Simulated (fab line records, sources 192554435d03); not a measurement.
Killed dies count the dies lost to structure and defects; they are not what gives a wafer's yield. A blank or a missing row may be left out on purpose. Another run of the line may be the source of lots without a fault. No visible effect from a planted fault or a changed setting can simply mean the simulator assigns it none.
fab line records | flow n5_finfet
record lots=7 | wafers=39
route steps=1938 shown BEOL_M4@1081 BEOL_M7@1308
start_h: hours from the record's opening day to when the first of the lot's shown wafers began | wait_h: how many hours have passed since the lot's step before this one | " unchanged from the row above | L1.1+2: several wafers, shown together as one row | - no value, or no start given | * or withheld: withheld | < > ~ a bound
route shown NAME@n: names a module that has steps shown in the file, with the first one's number in the route | usual: mean/standard deviation taken from wafers without a fault | same: alike in all rows | chamber/n: place in a boat | sites: the reading at each site | _std_site: their standard deviation | _edge_site: mean of outer sites minus mean of inner sites | radius_mm: how far each site lies from the wafer's centre | mask NAME#n: copy n | behind: the last tool/chamber to shape the wafer | hold: why the lot went on hold/how many hours it stayed there/how the hold came to an end | device: transistor that didn't switch, given as n, p or np | end of line: tests of these same wafers at the route's end | for a step that has no rows: nothing shown but its recipe | killed: dies that structure and defects cost at the first sort, which is not the same as the wafer's yield | map: dies across one wafer; x = killed, . = not, _ = none there
set.NAME: the setting as run; set.NAME@STEP: as run at that earlier step | model.NAME: the simulator's own value behind a step, which no gauge read
lots run with intentionally changed settings; tables by step, rows by wafer
## steps
# step N5_BEOL_M4_ALD_84
# recipe material=TaN | target_thk_a=* | temp_c=275 | ald_precursor_family=PDMAT | ald_co_reactant=NH3 | pressure_torr=3 | carrier_flow_sccm=1500 | pulse_time_s=2 | purge_time_s=3 | co_reactant_purge_time_s=2 | co_reactant_pulse_time_s=3 | ald_cycles=30 | precursor_vessel_temp_c=75 | precursor_vessel_pressure_torr=26.25 | precursor_vessel_carrier_sccm=1000
lot.wafer    | tool         | chamber | start_h | wait_h | set.ald_cycles | model.TaN_of_BEOL_M4_ALD_84.thk_nm
L077.1+2+3+5 | ald_metal-02 | 0,1,2,2 | 179.45  | 0.2    | 30             | *
L077.4+6     | "            | 3       | "       | "      | 30             | *
L078.1+6     | ald_metal-01 | 3       | 189.32  | 0.1    | 30             | *
L078.2+3+4+5 | "            | 2,0,1,2 | "       | "      | 30             | *
L079.1+2+4+5 | ald_metal-02 | 0,3,1,3 | 189.43  | 0.0    | 30             | *
L079.3+6     | "            | 2,0     | "       | "      | 30             | *
L088.1+3+6   | ald_metal-03 | 1,2,1   | 241.72  | 0.0    | 30             | *
L088.2+4+5   | "            | 0,3,0   | "       | "      | 24             | *
L089.2       | ald_metal-02 | 3       | 245.76  | 0.0    | 30             | *
L089.3+4     | "            | 0,2     | "       | "      | 30             | *
L090.1+3+6   | ald_metal-03 | 1,3,2   | 260.67  | 0.0    | 43             | *
L090.2       | "            | 2       | "       | "      | 30             | *
L090.4+5     | "            | 0,3     | "       | "      | 30             | *
L094.1+2+3+4 | ald_metal-01 | 3,1,0,2 | 283.38  | 0.1    | 30             | *
L094.5+6     | "            | 1,2     | "       | "      | 30             | *
# step N5_BEOL_M7_TRENCH_ETCH_37
# recipe chemistry=C4F6/O2 | target_depth_a=934.78 | target=SiCOH_lowk | time_s=31.2 | ion_energy_ev=250 | pressure_mtorr=30 | source_w=345 | bias_w=185 | Ar_flow_sccm=300 | C4F6_flow_sccm=10 | O2_flow_sccm=10
lot.wafer | tool        | chamber | start_h | wait_h | set.target_depth_a | model.etch.depth_nm | model.BEOL_M7.feature_depth_nm | model.TiN_of_BEOL_M7_HM_DEP_02.thk_nm
L077.1    | rie_diel-03 | 0       | -       | -      | 1317               | 128                 | 128                            | 16.4
L077.2    | "           | 2       | "       | "      | 934.78             | 92.69               | 92.6                           | 17.4
L077.3    | "           | 3       | "       | "      | 1317               | 130.9               | 131                            | 16.2
L077.4    | "           | 1       | "       | "      | 1317               | 130                 | 130                            | 16
L077.5    | "           | 2       | "       | "      | 934.78             | 92.33               | 92.4                           | 17.2
L077.6    | "           | 1       | "       | "      | 934.78             | 92.37               | 92.4                           | 17.6
L079.1    | rie_diel-01 | 3       | -       | -      | 934.78             | 93.27               | 93.2                           | 17.4
L079.2    | "           | 2       | "       | "      | 934.78             | 93.32               | 93.4                           | 17.4
L079.3    | "           | 1       | "       | "      | 934.78             | 95.6                | 95.6                           | 17.4
L079.4    | "           | 3       | "       | "      | 934.78             | 92.79               | 92.8                           | 17.4
L079.5    | "           | 1       | "       | "      | 934.78             | 95                  | 95                             | 17.4
L079.6    | "           | 2       | "       | "      | 934.78             | 92.39               | 92.4                           | 17.4
L078.1    | rie_diel-03 | 1       | -       | -      | 934.78             | 93.14               | 93.2                           | 16.8
L078.2    | "           | 3       | "       | "      | 934.78             | 93.27               | 93.2                           | 17.2
L078.3    | "           | 2       | "       | "      | 934.78             | 92.57               | 92.6                           | 17.2
L078.4    | "           | 0       | "       | "      | 934.78             | 90.65               | 90.6                           | 17.2
L078.5    | "           | 3       | "       | "      | 934.78             | 94.01               | 94                             | 17.2
L078.6    | "           | 2       | "       | "      | 934.78             | 92.47               | 92.4                           | 17.4
L088.1    | rie_diel-01 | 2       | -       | -      | 1263               | 125.8               | 125.8                          | 16.2
L088.2    | "           | 1       | "       | "      | 1263               | 128.4               | 128.4                          | 16.2
L088.3    | "           | 3       | "       | "      | 934.78             | 93.53               | 93.6                           | 17.2
L088.4    | "           | 0       | "       | "      | 934.78             | 96.78               | 96.8                           | 17.2
L088.5    | "           | 2       | "       | "      | 934.78             | 92.8                | 92.8                           | 17.4
L088.6    | "           | 1       | "       | "      | 1263               | 129                 | 129                            | 16.4
L089.2    | rie_diel-03 | 2       | -       | -      | 934.78             | 91.42               | 91.4                           | 17.4
L089.3    | "           | 1       | "       | "      | 934.78             | 91.16               | 91.2                           | 17.4
L089.4    | "           | 0       | "       | "      | 934.78             | 90.71               | 90.8                           | 17.4
L090.1    | rie_diel-01 | 1       | -       | -      | 934.78             | 95.21               | 95.2                           | 17
L090.2    | "           | 3       | "       | "      | 934.78             | 93.39               | 93.4                           | 17.2
L090.3    | "           | 2       | "       | "      | 934.78             | 92.54               | 92.6                           | 17.2
L090.4    | "           | 0       | "       | "      | 934.78             | 96.43               | 96.4                           | 17
L090.5    | "           | 1       | "       | "      | 934.78             | 94.62               | 94.6                           | 17
L090.6    | "           | 2       | "       | "      | 934.78             | 92.46               | 92.4                           | 17.2
L094.1    | rie_diel-03 | 1       | -       | -      | 934.78             | 93.11               | 93.2                           | 17.6
L094.2    | "           | 3       | "       | "      | 934.78             | 94.33               | 94.4                           | 17.4
L094.3    | "           | 2       | "       | "      | 934.78             | 93.7                | 93.6                           | 17.4
L094.4    | "           | 0       | "       | "      | 934.78             | 91.6                | 91.6                           | 17.4
L094.5    | "           | 0       | "       | "      | 934.78             | 91.04               | 91                             | 17.6
L094.6    | "           | 1       | "       | "      | 934.78             | 92.72               | 92.8                           | 17.2
# step N5_BEOL_M7_ETCH_41
# recipe chemistry=CH3F/O2 | target=SiCN | target_depth_a=319 | taper_deg=2 | time_s=57.8 | ion_energy_ev=120 | mask_material=TiN | pressure_mtorr=30 | source_w=395 | bias_w=75 | Ar_flow_sccm=150 | CH3F_flow_sccm=30 | O2_flow_sccm=20
# step N5_BEOL_M7_STRIP_80
# recipe chemistry=N2/H2 | time_s=10 | power_w=450 | temp_c=40 | pressure_mtorr=20 | rf_frequency_hz=6e+07 | bias_power_w=7 | n2_flow_sccm=200 | h2_flow_sccm=200
# step N5_BEOL_M7_OCD_MEAS_38
# usual trench_depth_nm=93.0/1.5
lot.wafer | tool   | chamber | start_h | wait_h | set.target_depth_a@BEOL_M7_TRENCH_ETCH_37 | trench_depth_nm
L077.1    | ocd-02 | -       | 210.18  | -      | 1317                                      | 127.9
L077.2    | "      | -       | "       | "      | 934.78                                    | 92.9
L077.3    | "      | -       | "       | "      | 1317                                      | 131.4
L077.4    | "      | -       | "       | "      | 1317                                      | 130.0
L077.5    | "      | -       | "       | "      | 934.78                                    | 92.2
L077.6    | "      | -       | "       | "      | 934.78                                    | 92.6
L079.1    | ocd-01 | -       | 218.97  | -      | 934.78                                    | 93.3
L079.2    | "      | -       | "       | "      | 934.78                                    | 92.9
L079.3    | "      | -       | "       | "      | 934.78                                    | 95.7
L079.4    | "      | -       | "       | "      | 934.78                                    | 92.4
L079.5    | "      | -       | "       | "      | 934.78                                    | 95.1
L079.6    | "      | -       | "       | "      | 934.78                                    | 92.5
L078.1    | ocd-01 | -       | 219.69  | -      | 934.78                                    | 93.0
L078.2    | "      | -       | "       | "      | 934.78                                    | 93.2
L078.3    | "      | -       | "       | "      | 934.78                                    | 93.2
L078.4    | "      | -       | "       | "      | 934.78                                    | 90.4
L078.5    | "      | -       | "       | "      | 934.78                                    | 93.9
L078.6    | "      | -       | "       | "      | 934.78                                    | 92.7
L088.1    | ocd-02 | -       | 269.56  | -      | 1263                                      | 125.7
L088.2    | "      | -       | "       | "      | 1263                                      | 128.1
L088.3    | "      | -       | "       | "      | 934.78                                    | 93.2
L088.4    | "      | -       | "       | "      | 934.78                                    | 96.9
L088.5    | "      | -       | "       | "      | 934.78                                    | 92.6
L088.6    | "      | -       | "       | "      | 1263                                      | 129.0
L089.2    | ocd-01 | -       | 275.07  | -      | 934.78                                    | 91.2
L089.3    | "      | -       | "       | "      | 934.78                                    | 91.1
L089.4    | "      | -       | "       | "      | 934.78                                    | 90.9
L090.1    | ocd-02 | -       | 289.94  | -      | 934.78                                    | 95.4
L090.2    | "      | -       | "       | "      | 934.78                                    | 92.8
L090.3    | "      | -       | "       | "      | 934.78                                    | 92.0
L090.4    | "      | -       | "       | "      | 934.78                                    | 97.0
L090.5    | "      | -       | "       | "      | 934.78                                    | 95.4
L090.6    | "      | -       | "       | "      | 934.78                                    | 92.4
L094.1    | ocd-02 | -       | 314.25  | -      | 934.78                                    | 93.0
L094.2    | "      | -       | "       | "      | 934.78                                    | 93.9
L094.3    | "      | -       | "       | "      | 934.78                                    | 93.7
L094.4    | "      | -       | "       | "      | 934.78                                    | 91.3
L094.5    | "      | -       | "       | "      | 934.78                                    | 91.1
L094.6    | "      | -       | "       | "      | 934.78                                    | 93.1
# step N5_BEOL_M7_HM_STRIP_39
# recipe chemistry=peroxide_tin_strip | material=TiN | target_depth_a=250 | temp_c=50 | time_s=158
# step N5_BEOL_M7_SRD_40
# recipe time_s=30 | temp_c=23 | rinse_liquid=diw | dry=ipa_marangoni
# step N5_BEOL_M7_ECD_50
# recipe material=Cu | target_thk_a=3000
# step N5_BEOL_M7_ANNEAL_51
# recipe temp_c=225 | time_s=90 | ambient=N2
# step N5_BEOL_M7_CMP_52
# recipe stop_on=SiCOH_lowk | t_overpolish_s=6.9 | down_force_psi=1 | platen_rpm=50 | clearing_platen_down_force_psi=1.5 | clearing_platen_rpm=50 | post_cmp_clean=cu_alkaline | target_thk_nm=80 | clearing_platen_pad_velocity_m_s=0.99484 | pad_velocity_m_s=0.99484
lot.wafer | tool   | chamber | start_h | wait_h | set.target_depth_a@BEOL_M7_TRENCH_ETCH_37 | model.Cu_of_BEOL_M7_ECD_50.thk_nm
L077.2    | cmp-03 | 2       | 212.68  | 0.2    | 934.78                                    | 79.2
L077.3    | "      | 3       | "       | "      | 1317                                      | 117.4
L077.1    | "      | 0       | "       | "      | 1317                                      | 114.2
L077.4    | "      | 1       | "       | "      | 1317                                      | 115.2
L077.5    | "      | 2       | "       | "      | 934.78                                    | 77.4
L077.6    | "      | 3       | "       | "      | 934.78                                    | 79
L079.2    | cmp-02 | 0       | 220.63  | 0.2    | 934.78                                    | 78.8
L079.1    | "      | 1       | "       | "      | 934.78                                    | 77.4
L079.4    | "      | 2       | "       | "      | 934.78                                    | 76
L079.3    | "      | 3       | "       | "      | 934.78                                    | 81.6
L079.6    | "      | 0       | "       | "      | 934.78                                    | 78.2
L079.5    | "      | 1       | "       | "      | 934.78                                    | 79.8
L078.3    | cmp-03 | 2       | 222.77  | 0.2    | 934.78                                    | 79.2
L078.1    | "      | 3       | "       | "      | 934.78                                    | 80.2
L078.2    | "      | 0       | "       | "      | 934.78                                    | 80.6
L078.4    | "      | 1       | "       | "      | 934.78                                    | 77.4
L078.6    | "      | 2       | "       | "      | 934.78                                    | 80
L078.5    | "      | 3       | "       | "      | 934.78                                    | 81.8
L088.3    | cmp-03 | 2       | 271.30  | 0.2    | 934.78                                    | 81.8
L088.4    | "      | 3       | "       | "      | 934.78                                    | 86.2
L088.1    | "      | 0       | "       | "      | 1263                                      | 113.8
L088.2    | "      | 1       | "       | "      | 1263                                      | 115.8
L088.6    | "      | 2       | "       | "      | 1263                                      | 116.6
L088.5    | "      | 3       | "       | "      | 934.78                                    | 80.6
L089.4    | cmp-01 | 0       | 277.69  | 0.2    | 934.78                                    | 76.4
L089.3    | "      | 1       | "       | "      | 934.78                                    | 77.6
L089.2    | "      | 2       | "       | "      | 934.78                                    | 78
L090.2+1  | cmp-02 | 3,2     | 292.33  | 0.2    | 934.78                                    | 79.6
L090.4    | "      | 0       | "       | "      | 934.78                                    | 81.6
L090.3    | "      | 1       | "       | "      | 934.78                                    | 77.6
L090.6    | "      | 3       | "       | "      | 934.78                                    | 79.4
L090.5    | "      | 0       | "       | "      | 934.78                                    | 80.4
L094.3    | cmp-03 | 1       | 319.72  | 0.2    | 934.78                                    | 79.8
L094.1    | "      | 2       | "       | "      | 934.78                                    | 80
L094.4+6  | "      | 3,2     | "       | "      | 934.78                                    | 79.6
L094.2    | "      | 0       | "       | "      | 934.78                                    | 81.6
L094.5    | "      | 1       | "       | "      | 934.78                                    | 77.2
# step N5_BEOL_M7_THK_MEAS_53
# recipe thk_meas_gauge=xrf | reads=Cu_of_BEOL_M7_ECD_50
# usual M7_THK=79.2/1.9
lot.wafer | tool          | chamber | start_h | wait_h | set.target_depth_a@BEOL_M7_TRENCH_ETCH_37 | M7_THK[nm]
L077.1    | film_metro-01 | -       | 212.97  | -      | 1317                                      | 114.9
L077.2    | "             | -       | "       | "      | 934.78                                    | 79.7
L077.3    | "             | -       | "       | "      | 1317                                      | 117.9
L077.4    | "             | -       | "       | "      | 1317                                      | 116.4
L077.5    | "             | -       | "       | "      | 934.78                                    | 77.8
L077.6    | "             | -       | "       | "      | 934.78                                    | 79.5
L079.1    | film_metro-01 | -       | 220.93  | -      | 934.78                                    | 76.5
L079.2    | "             | -       | "       | "      | 934.78                                    | 78.3
L079.3    | "             | -       | "       | "      | 934.78                                    | 80.5
L079.4    | "             | -       | "       | "      | 934.78                                    | 75.3
L079.5    | "             | -       | "       | "      | 934.78                                    | 78.7
L079.6    | "             | -       | "       | "      | 934.78                                    | 77.5
L078.1    | film_metro-01 | -       | 223.07  | -      | 934.78                                    | 79.7
L078.2    | "             | -       | "       | "      | 934.78                                    | 80.4
L078.3    | "             | -       | "       | "      | 934.78                                    | 79.1
L078.4    | "             | -       | "       | "      | 934.78                                    | 77.1
L078.5    | "             | -       | "       | "      | 934.78                                    | 81.3
L078.6    | "             | -       | "       | "      | 934.78                                    | 79.7
L088.1    | film_metro-01 | -       | 271.60  | -      | 1263                                      | 113.0
L088.2    | "             | -       | "       | "      | 1263                                      | 114.7
L088.3    | "             | -       | "       | "      | 934.78                                    | 81.3
L088.4    | "             | -       | "       | "      | 934.78                                    | 85.7
L088.5    | "             | -       | "       | "      | 934.78                                    | 79.9
L088.6    | "             | -       | "       | "      | 1263                                      | 115.8
L089.2    | film_metro-01 | -       | 277.95  | -      | 934.78                                    | 78.4
L089.3    | "             | -       | "       | "      | 934.78                                    | 77.8
L089.4    | "             | -       | "       | "      | 934.78                                    | 77.1
L090.1    | film_metro-01 | -       | 292.63  | -      | 934.78                                    | 79.1
L090.2    | "             | -       | "       | "      | 934.78                                    | 79.4
L090.3    | "             | -       | "       | "      | 934.78                                    | 77.0
L090.4    | "             | -       | "       | "      | 934.78                                    | 81.0
L090.5    | "             | -       | "       | "      | 934.78                                    | 80.1
L090.6    | "             | -       | "       | "      | 934.78                                    | 78.9
L094.1    | film_metro-02 | -       | 320.02  | -      | 934.78                                    | 80.0
L094.2    | "             | -       | "       | "      | 934.78                                    | 81.9
L094.3    | "             | -       | "       | "      | 934.78                                    | 79.7
L094.4    | "             | -       | "       | "      | 934.78                                    | 79.7
L094.5    | "             | -       | "       | "      | 934.78                                    | 77.2
L094.6    | "             | -       | "       | "      | 934.78                                    | 79.6
# step N5_BEOL_M7_PRE_CLEAN_55
# recipe gas=NH3 | time_s=15 | temp_c=withheld | rf_power_w=300
# step N5_BEOL_M7_DEP_56
# recipe material=SiCN | target_thk_a=100 | temp_c=withheld | precursor=3MS/NH3 | pressure_torr=3 | rf_w=202 | time_s=17.5
# step N5_BEOL_M7_RS_MEAS_57
# recipe thk_meas_gauge=four-point-probe | reads=Cu_of_BEOL_M7_ECD_50+Co_of_BEOL_M7_CVD_78+TaN_of_BEOL_M7_ALD_77
# usual M7_RS=0.289/0.0084
lot.wafer | tool          | chamber | start_h | wait_h | set.target_depth_a@BEOL_M7_TRENCH_ETCH_37 | M7_RS[ohm/sq]
L077.1    | film_metro-01 | -       | 213.10  | 0.1    | 1317                                      | 0.190
L077.2    | "             | -       | "       | "      | 934.78                                    | 0.290
L077.3    | "             | -       | "       | "      | 1317                                      | 0.184
L077.4    | "             | -       | "       | "      | 1317                                      | 0.188
L077.5    | "             | -       | "       | "      | 934.78                                    | 0.298
L077.6    | "             | -       | "       | "      | 934.78                                    | 0.290
L079.1    | film_metro-01 | -       | 221.09  | 0.1    | 934.78                                    | 0.298
L079.2    | "             | -       | "       | "      | 934.78                                    | 0.291
L079.3    | "             | -       | "       | "      | 934.78                                    | 0.279
L079.4    | "             | -       | "       | "      | 934.78                                    | 0.304
L079.5    | "             | -       | "       | "      | 934.78                                    | 0.287
L079.6    | "             | -       | "       | "      | 934.78                                    | 0.293
L078.1    | film_metro-01 | -       | 223.20  | 0.1    | 934.78                                    | 0.286
L078.2    | "             | -       | "       | "      | 934.78                                    | 0.283
L078.3    | "             | -       | "       | "      | 934.78                                    | 0.290
L078.4    | "             | -       | "       | "      | 934.78                                    | 0.298
L078.5    | "             | -       | "       | "      | 934.78                                    | 0.279
L078.6    | "             | -       | "       | "      | 934.78                                    | 0.286
L088.1    | film_metro-02 | -       | 271.73  | 0.1    | 1263                                      | 0.191
L088.2    | "             | -       | "       | "      | 1263                                      | 0.187
L088.3    | "             | -       | "       | "      | 934.78                                    | 0.279
L088.4    | "             | -       | "       | "      | 934.78                                    | 0.262
L088.5    | "             | -       | "       | "      | 934.78                                    | 0.284
L088.6    | "             | -       | "       | "      | 1263                                      | 0.186
L089.2    | film_metro-02 | -       | 278.11  | 0.1    | 934.78                                    | 0.295
L089.3    | "             | -       | "       | "      | 934.78                                    | 0.297
L089.4    | "             | -       | "       | "      | 934.78                                    | 0.303
L090.1    | film_metro-01 | -       | 292.82  | 0.1    | 934.78                                    | 0.288
L090.2    | "             | -       | "       | "      | 934.78                                    | 0.288
L090.3    | "             | -       | "       | "      | 934.78                                    | 0.297
L090.4    | "             | -       | "       | "      | 934.78                                    | 0.280
L090.5    | "             | -       | "       | "      | 934.78                                    | 0.285
L090.6    | "             | -       | "       | "      | 934.78                                    | 0.289
L094.1    | film_metro-01 | -       | 320.15  | 0.1    | 934.78                                    | 0.286
L094.2    | "             | -       | "       | "      | 934.78                                    | 0.280
L094.3    | "             | -       | "       | "      | 934.78                                    | 0.287
L094.4    | "             | -       | "       | "      | 934.78                                    | 0.288
L094.5    | "             | -       | "       | "      | 934.78                                    | 0.299
L094.6    | "             | -       | "       | "      | 934.78                                    | 0.288
## key
split step=N5_BEOL_M4_ALD_84 | setting=ald_cycles | stated=30 | by=wafer
response step=N5_BEOL_M4_ALD_84 | reading=model.TaN_of_BEOL_M4_ALD_84.thk_nm | change=* | per=1% | r=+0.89
split step=N5_BEOL_M7_TRENCH_ETCH_37 | setting=target_depth_a | stated=934.78 | by=wafer
response step=N5_BEOL_M7_TRENCH_ETCH_37 | reading=model.etch.depth_nm | change=+0.927 | per=1% | r=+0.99
response step=N5_BEOL_M7_TRENCH_ETCH_37 | reading=model.BEOL_M7.feature_depth_nm | change=+0.927 | per=1% | r=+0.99
response step=N5_BEOL_M7_TRENCH_ETCH_37 | reading=model.TiN_of_BEOL_M7_HM_DEP_02.thk_nm | change=-0.029 | per=1% | r=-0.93
response step=N5_BEOL_M7_OCD_MEAS_38 | reading=trench_depth_nm | change=+0.926 | per=1% | r=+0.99
response step=N5_BEOL_M7_CMP_52 | reading=model.Cu_of_BEOL_M7_ECD_50.thk_nm | change=+0.915 | per=1% | r=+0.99
response step=N5_BEOL_M7_THK_MEAS_53 | reading=M7_THK | change=+0.916 | per=1% | r=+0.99
response step=N5_BEOL_M7_RS_MEAS_57 | reading=M7_RS | change=-0.00254 | per=1% | r=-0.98
